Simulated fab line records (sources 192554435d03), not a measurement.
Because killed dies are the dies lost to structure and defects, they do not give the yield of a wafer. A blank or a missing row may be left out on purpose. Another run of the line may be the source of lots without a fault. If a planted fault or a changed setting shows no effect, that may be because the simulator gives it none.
Which of the tools did it? ; flow n5-finfet ; 11 lots, 30 wafers sampled, at 5 steps of a route of 1938

== WHAT EACH GAUGE READ, for each wafer ==
N5_BEOL_M14_INSPECT_55: inspects for defects (darkfield).
lot;measured;on;raw-defect-count
L799;day 11 23:41;defect-inspect-02;49 50 67
L803;day 12 17:53;defect-inspect-02;79 91 68
L802;day 12 18:04;defect-inspect-02;60 77 67
L804;day 13 08:29;defect-inspect-02;62 75 72
L809;day 14 04:21;defect-inspect-01;853 818
L810;day 14 09:14;defect-inspect-02;869 928 952
L816;day 16 00:10;defect-inspect-01;102 69
L815;day 16 02:41;defect-inspect-02;114 98 74
L818;day 16 14:00;defect-inspect-01;68 93 134
L822;day 17 17:31;defect-inspect-01;110 80 61
L821;day 18 16:53;defect-inspect-02;68 75

N5_BEOL_M15_THK_MEAS_01.
lot;measured;on;M15_ILD_THK (nm)
L799;day 11 23:59;film-metro-01;1619 1634 1621
L803;day 12 18:10;film-metro-01;1604 1628 1663
L802;day 12 18:21;film-metro-02;1608 1628 1620
L804;day 13 08:47;film-metro-01;1601 1607 1643
L809;day 14 04:38;film-metro-02;1635 1676
L810;day 14 09:31;film-metro-02;1617 1593 1661
L816;day 16 00:27;film-metro-02;1591 1649
L815;day 16 02:58;film-metro-02;1595 1633 1662
L818;day 16 14:17;film-metro-02;1601 1636 1629
L822;day 17 17:55;film-metro-02;1633 1609 1670
L821;day 18 17:23;film-metro-02;1641 1652

== WHAT TOOL EACH LOT RAN ON (gives the tool, then ch and the chambers of the sampled wafers, and finally the start) ==
lot;N5_BEOL_M14_ETCH_38;N5_BEOL_M14_SPUTTER_43;N5_BEOL_M14_PRE_CLEAN_52
L799;rie-diel-06 ch 0,1,2, day 11 22:27 or earlier;pvd-sputter-02, day 11 22:27;pecvd-03 ch 1,2, day 11 23:34
L803;rie-diel-01 ch 1,2,3, day 12 16:40 or earlier;pvd-sputter-02, day 12 16:40;pecvd-01 ch 0,1, day 12 17:46
L802;rie-diel-06 ch 0,1,2, day 12 16:51 or earlier;pvd-sputter-03, day 12 16:51;pecvd-03 ch 1,2, day 12 17:56
L804;rie-diel-01 ch 0,1, day 13 07:17 or earlier;pvd-sputter-02, day 13 07:17;pecvd-03 ch 0,1,2, day 13 08:22
L809;rie-diel-06 ch 0, day 14 03:08 or earlier;pvd-sputter-01, day 14 03:08;pecvd-03 ch 2, day 14 04:14
L810;rie-diel-06 ch 0,1, day 14 08:01 or earlier;pvd-sputter-01, day 14 08:01;pecvd-03 ch 0,1,2, day 14 09:07
L816;rie-diel-06 ch 0,2, day 15 22:41 or earlier;pvd-sputter-01, day 15 22:41;pecvd-01 ch 0, day 16 00:03
L815;rie-diel-01 ch 2,3, day 16 01:28 or earlier;pvd-sputter-01, day 16 01:28;pecvd-04 ch 0,1,2, day 16 02:34
L818;rie-diel-01 ch 0,1,2, day 16 12:47 or earlier;pvd-sputter-02, day 16 12:47;pecvd-01 ch 0,1, day 16 13:53
L822;rie-diel-01 ch 2,3, day 17 16:05 or earlier;pvd-sputter-03, day 17 16:05;pecvd-03 ch 0,2, day 17 17:22
L821;rie-diel-06 ch 0,3, day 18 15:41 or earlier;pvd-sputter-02, day 18 15:41;pecvd-03 ch 0,2, day 18 16:47
- N5_BEOL_M14_ETCH_38: etches SiCN in CF4/N2, target depth 106.5 nm, time 120.6 s.
- N5_BEOL_M14_SPUTTER_43: material TaN, target thk 15 nm, time 24.19 s.
- N5_BEOL_M14_PRE_CLEAN_52: time 15 s.

== AS READ BY THE TOOLS THEMSELVES (means over the sampled wafers that have a number; for cases with no such wafer, the mark the record gives instead) ==
N5_BEOL_M14_ETCH_38.
lot;tool;cf4-flow-sccm (sccm);drypump-motor-current-A (A);oes-product-au (a.u.);rf-vpp-V (V);showerhead-plenum-p-Torr (Torr);throttle-valve-pct (%)
L799;rie-diel-06;60.04;5.9;0.80;383.3;2.25;15.45
L803;rie-diel-01;60.00;6.1;0.86;381.4;2.17;15.46
L802;rie-diel-06;60.14;5.9;0.79;384.0;2.24;15.46
L804;rie-diel-01;59.89;6.1;0.68;381.0;2.15;15.56
L809;rie-diel-06;60.14;5.8;0.74;385.0;2.30;15.59
L810;rie-diel-06;59.73;6.0;0.79;384.4;2.28;15.52
L816;rie-diel-06;60.01;5.6;0.87;382.2;2.23;15.36
L815;rie-diel-01;60.11;6.1;0.89;381.9;2.18;15.44
L818;rie-diel-01;60.01;6.2;0.73;381.6;2.19;15.62
L822;rie-diel-01;60.06;6.1;0.87;381.3;2.17;15.48
L821;rie-diel-06;60.02;5.5;0.73;382.3;2.25;15.63

N5_BEOL_M14_SPUTTER_43.
lot;tool;bias-v (V);throttle-valve-pct (%)
L799;pvd-sputter-02;166.9;30.1
L803;pvd-sputter-02;168.2;29.7
L802;pvd-sputter-03;168.1;31.0
L804;pvd-sputter-02;168.4;29.7
L809;pvd-sputter-01;168.9;30.2
L810;pvd-sputter-01;169.1;28.8
L816;pvd-sputter-01;168.4;29.3
L815;pvd-sputter-01;168.6;29.3
L818;pvd-sputter-02;166.8;30.1
L822;pvd-sputter-03;169.8;31.6
L821;pvd-sputter-02;166.6;30.2

== THE ANSWER, worked out from the rows above alone ==
Rule: what is usual is taken from the lots themselves. Put in order of their means at a reading, lots are off if they are a third of the lots or fewer, leave a main group of 4 or more, and stand apart from it by a gap of 3 or more times the standard deviation of the main group's means; of several such gaps the widest counts. The tables above print the reading to a certain number of digits; a main group whose means all agree to those digits is not used. Also off: a lot with no number at a reading for which 4 or more lots have one. Where the step has rows for the other lots, those lots are counted as sound. The gauges are gone through in route order, then the tools' own readings, and for those a lot's mean is taken as printed above. At the first step where some lot is off, the reading lying furthest off is the one used; lots without a number count as furthest.
Off: L809, L810 (N5_BEOL_M14_INSPECT_55, raw-defect-count). The main group has a mean of 79 with a standard deviation of 13.
A tool fits if, at a process step before that reading, it ran every lot that is off, and no sound lot after the first of them. The gauges at N5_BEOL_M14_INSPECT_55 are tried like those tools. Because N5_BEOL_M14_ETCH_38 lacks a start for some lots, the hours and order of its lots are taken from N5_BEOL_M14_SPUTTER_43. None of those tried fits.

== WHAT HAD BEEN PUT IN BY THE SIMULATOR ==
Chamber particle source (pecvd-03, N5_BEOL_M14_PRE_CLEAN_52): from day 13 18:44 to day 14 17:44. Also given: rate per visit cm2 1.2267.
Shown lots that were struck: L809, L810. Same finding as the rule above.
